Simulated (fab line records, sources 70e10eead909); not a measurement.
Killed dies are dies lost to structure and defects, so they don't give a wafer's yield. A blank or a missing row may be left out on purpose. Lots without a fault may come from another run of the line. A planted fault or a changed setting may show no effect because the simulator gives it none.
Which tool did it? | flow nand_harc | 11 lots, 33 wafers sampled, at 1 step of a route of 1302

WHAT THE GAUGES READ, wafer by wafer
NHARC_P_M0_INSPECT_11.
lot  | measured     | on                | raw_defect_count
L897 | day 5 21:40  | defect_inspect-02 | 3 1 4
L898 | day 6 11:06  | defect_inspect-02 | 8 6 4
L899 | day 6 21:19  | defect_inspect-01 | 3 5 0
L901 | day 7 14:59  | defect_inspect-02 | 2 8 4
L902 | day 8 03:09  | defect_inspect-02 | 5 4 4
L908 | day 10 15:20 | defect_inspect-02 | 2 7 6
L909 | day 11 06:20 | defect_inspect-02 | 1 4 3
L910 | day 11 07:35 | defect_inspect-02 | 6 6 7
L918 | day 14 12:16 | defect_inspect-02 | 6 2 4
L916 | day 14 17:27 | defect_inspect-02 | 3 5 4
L920 | day 15 13:58 | defect_inspect-02 | 3 4 1

WHICH TOOL RAN EACH LOT (tool, then ch and the chambers of the sampled wafers, then the start)
The record holds no process step before these readings.

THE ANSWER, worked out from the rows above alone
Rule: what is usual is taken from the lots themselves. Put in order of their means at a reading, lots are off if they are a third of the lots or fewer, leave a main group of 4 or more, and stand apart from it by a gap of 3 or more times the standard deviation of the main group's means; of several such gaps the widest counts. A main group whose means are all the same, to the digits that the tables above print for the reading, isn't used. A lot without any number at a reading at which 4 lots or more have one is off too. The other lots that the step has rows for count as sound.
No lot is off at any reading shown: from this, nothing can be told.

WHAT THE SIMULATOR HAD PUT IN
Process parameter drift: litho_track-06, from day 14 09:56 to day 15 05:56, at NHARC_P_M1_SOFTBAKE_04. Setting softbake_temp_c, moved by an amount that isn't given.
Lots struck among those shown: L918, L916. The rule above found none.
